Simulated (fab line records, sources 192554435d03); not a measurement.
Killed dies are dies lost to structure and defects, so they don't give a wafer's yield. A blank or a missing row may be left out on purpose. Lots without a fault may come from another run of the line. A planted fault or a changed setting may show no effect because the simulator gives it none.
Chamber matching | flow n5_finfet | N5_BEOL_M9_CMP_52 on cmp-04: 4 sister chambers
The step polishes, stops on SiCOH lowk, t overpolish 7 s, target thk 140 nm. 8 wafers are shown with their chamber, then 12 later ones without.

WAFERS WITH THEIR CHAMBER
wafer  | chamber | motor_current_A (A) | time_to_endpoint_s (s)
L082.3 | 3       | 5.8                 | 68
L086.4 | 3       | 5.9                 | 72
L086.5 | 1       | 5.8                 | 68
L087.4 | 1       | 5.8                 | 63
L087.5 | 0       | 6.4                 | 66
L089.1 | 0       | 6.2                 | 63
L089.4 | 2       | 5.5                 | 63
L089.6 | 2       | 5.4                 | 59

WAFERS WITHOUT THEIR CHAMBER
wafer  | motor_current_A (A) | time_to_endpoint_s (s)
L093.1 | 5.3                 | 65
L093.2 | 5.7                 | 63
L093.6 | 6.5                 | 64
L094.1 | 5.9                 | 61
L094.4 | 5.8                 | 71
L094.5 | 5.7                 | 63
L092.4 | 5.9                 | 68
L092.5 | 5.4                 | 63
L092.6 | 5.8                 | 69
L097.2 | 5.6                 | 61
L097.3 | 6.0                 | 64
L097.5 | 6.1                 | 70

WHICH CHAMBER EACH WENT THROUGH
wafer  | from the rows above          | in truth
L093.1 | 2                            | 2
L093.2 | can't be placed: 1 or 2 or 3 | 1
L093.6 | 0                            | 0
L094.1 | can't be placed: 1 or 3      | 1
L094.4 | can't be placed: 3 or 1      | 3
L094.5 | can't be placed: 1 or 2 or 3 | 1
L092.4 | can't be placed: 3 or 1      | 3
L092.5 | 2                            | 2
L092.6 | can't be placed: 3 or 1      | 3
L097.2 | can't be placed: 2 or 1      | 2
L097.3 | can't be placed: 1 or 3 or 0 | 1
L097.5 | can't be placed: 3 or 0 or 1 | 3
Placed correctly: 3 of 12. Can't be placed from these rows: 9 (the true chamber is among the candidates in 9). Placed wrongly: 0.
How it was worked out, from the rows above alone: a wafer's distance from a chamber is the root of the sum, over the readings, of the square of ((its reading less the chamber's mean) divided by the reading's scatter). The wafer belongs to the nearest chamber; if the next one is less than 2 further off, it can't be placed. A chamber's mean is the mean of its shown wafers. The scatter: the root of (the sum of the squares of (reading less its chamber's mean) over the shown wafers, divided by (wafers less chambers)).
